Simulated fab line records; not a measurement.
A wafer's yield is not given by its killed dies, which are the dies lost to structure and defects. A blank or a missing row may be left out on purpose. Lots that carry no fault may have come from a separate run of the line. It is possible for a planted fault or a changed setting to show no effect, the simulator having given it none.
Matching of chambers	flow nandHarc	rieDiel-12 running NHARC_A_STAIRCASE_STRIP_476: 4 sister chambers
The step strips in O2, time 20 s. 22 wafers are shown with their chamber, then 11 later ones without.

WAFERS WITH THEIR CHAMBER
wafer	chamber	showerheadPlenumPTorr (Torr)	drypumpMotorCurrentA (A)	oesProductAu (a.u.)
L075.1	3	3.55	5.1	1.020
L075.2	1	3.36	5.6	0.991
L075.5	0	3.57	5.6	0.996
L076.1	2	3.78	6.0	0.992
L076.3	3	3.55	5.1	1.005
L076.6	0	3.57	5.6	1.000
L078.2	3	3.55	5.0	1.015
L078.4	0	3.56	5.6	1.015
L078.5	2	3.78	6.0	0.993
L079.2	0	3.56	5.6	1.007
L079.3	3	3.55	5.1	1.038
L079.5	2	3.77	6.0	0.996
L082.4	0	3.56	5.6	1.023
L082.5	1	3.35	5.6	1.004
L082.6	0	3.56	5.6	1.024
L085.1	0	3.55	5.6	1.009
L085.4	3	3.54	5.1	1.010
L085.6	1	3.35	5.5	0.992
L086.1	3	3.53	5.1	1.021
L086.2	2	3.76	6.0	0.998
L086.6	1	3.34	5.5	0.996
L088.1	2	3.75	6.0	0.986

SIGNATURES, as means of the wafers listed above
reading	chamber 0	chamber 1	chamber 2	chamber 3	scatter within a chamber
showerheadPlenumPTorr	3.5614	3.3500	3.7680	3.5450	0.00918
drypumpMotorCurrentA	5.600	5.550	6.000	5.083	0.0319
oesProductAu	1.01057	0.99575	0.99300	1.01817	0.00924
Rule: for each reading, subtract the chamber's mean from the wafer's reading, divide by that reading's scatter and square the result; add these up over the readings and take the root, which gives the wafer's distance from the chamber. If the next closest chamber is less than 2 further off than the closest, the wafer can't be placed; otherwise it belongs to the closest. The scatter: take each reading less its chamber's mean, square it, sum over the shown wafers, divide by the number of wafers less the number of chambers, and take the root.

WAFERS MISSING THEIR CHAMBER
wafer	showerheadPlenumPTorr (Torr)	drypumpMotorCurrentA (A)	oesProductAu (a.u.)
L088.2	3.55	5.6	1.003
L088.4	3.53	5.1	1.002
L090.3	3.54	5.6	1.005
L090.5	3.52	5.1	1.009
L090.6	3.75	6.0	0.987
L093.1	3.54	5.6	1.005
L093.4	3.52	5.1	1.014
L093.5	3.54	5.6	0.999
L096.1	3.52	5.1	1.000
L096.4	3.33	5.6	0.994
L096.5	3.32	5.6	1.001

CHAMBER TAKEN BY EACH
wafer	from the rows above	in truth
L088.2	0	0
L088.4	3	3
L090.3	0	0
L090.5	3	3
L090.6	2	2
L093.1	0	0
L093.4	3	3
L093.5	0	0
L096.1	3	3
L096.4	1	1
L096.5	1	1
11 of 11 placed correctly. Not placeable from these rows: 0. 0 placed wrongly.
